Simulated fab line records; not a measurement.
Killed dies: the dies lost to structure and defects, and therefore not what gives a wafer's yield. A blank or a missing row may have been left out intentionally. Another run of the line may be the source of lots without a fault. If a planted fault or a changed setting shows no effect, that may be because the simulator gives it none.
Chamber matching    flow n5Finfet    N5_BEOL_M5_ETCH_61 on rieDiel-05 has 4 sister chambers
The step etches SiARC in CF4, target depth 15.6 nm, time 26 s. 14 wafers are shown with their chamber, then 7 later ones without.

## EACH WAFER AND ITS CHAMBER
wafer   chamber  showerheadPlenumPTorr (Torr)  drypumpMotorCurrentA (A)  throttleValvePct (%)
L077.2  1        2.17                          5.5                       15.32
L077.3  2        2.15                          5.7                       15.07
L077.6  2        2.15                          5.7                       15.06
L079.1  3        2.19                          5.5                       15.49
L079.4  2        2.15                          5.7                       15.06
L079.5  0        2.07                          6.4                       15.68
L081.2  0        2.07                          6.4                       15.70
L081.3  3        2.19                          5.5                       15.47
L081.6  1        2.17                          5.4                       15.32
L082.3  0        2.07                          6.4                       15.73
L082.5  0        2.07                          6.4                       15.72
L082.6  2        2.15                          5.7                       15.07
L089.1  1        2.17                          5.4                       15.36
L089.3  0        2.06                          6.4                       15.72

SIGNATURES, as means of the wafers listed above
reading                chamber 0  chamber 1  chamber 2  chamber 3  scatter within a chamber
showerheadPlenumPTorr  2.0680     2.1700     2.1500     2.1900     0.00283
drypumpMotorCurrentA   6.400      5.433      5.700      5.500      0.0258
throttleValvePct       15.7100    15.3333    15.0650    15.4800    0.0172
Rule: for each reading, subtract the chamber's mean from the wafer's reading, divide by that reading's scatter and square the result; add these up over the readings and take the root, which gives the wafer's distance from the chamber. The wafer belongs to the nearest chamber; if the next one is less than 2 further off, it can't be placed. The scatter: take each reading less its chamber's mean, square it, sum over the shown wafers, divide by the number of wafers less the number of chambers, and take the root.

## WAFERS WHOSE CHAMBER IS MISSING
wafer   showerheadPlenumPTorr (Torr)  drypumpMotorCurrentA (A)  throttleValvePct (%)
L089.5  2.14                          5.8                       15.12
L090.4  2.14                          5.7                       15.13
L090.5  2.06                          6.4                       15.74
L090.6  2.17                          5.5                       15.38
L092.1  2.18                          5.5                       15.53
L092.2  2.17                          5.4                       15.37
L092.3  2.14                          5.8                       15.10

## EACH ONE'S CHAMBER
wafer   from the rows above  in truth
L089.5  2                    2
L090.4  2                    2
L090.5  0                    0
L090.6  1                    1
L092.1  3                    3
L092.2  1                    1
L092.3  2                    2
7 of 7 placed correctly. Not placeable from these rows: 0. Placed wrongly: 0.
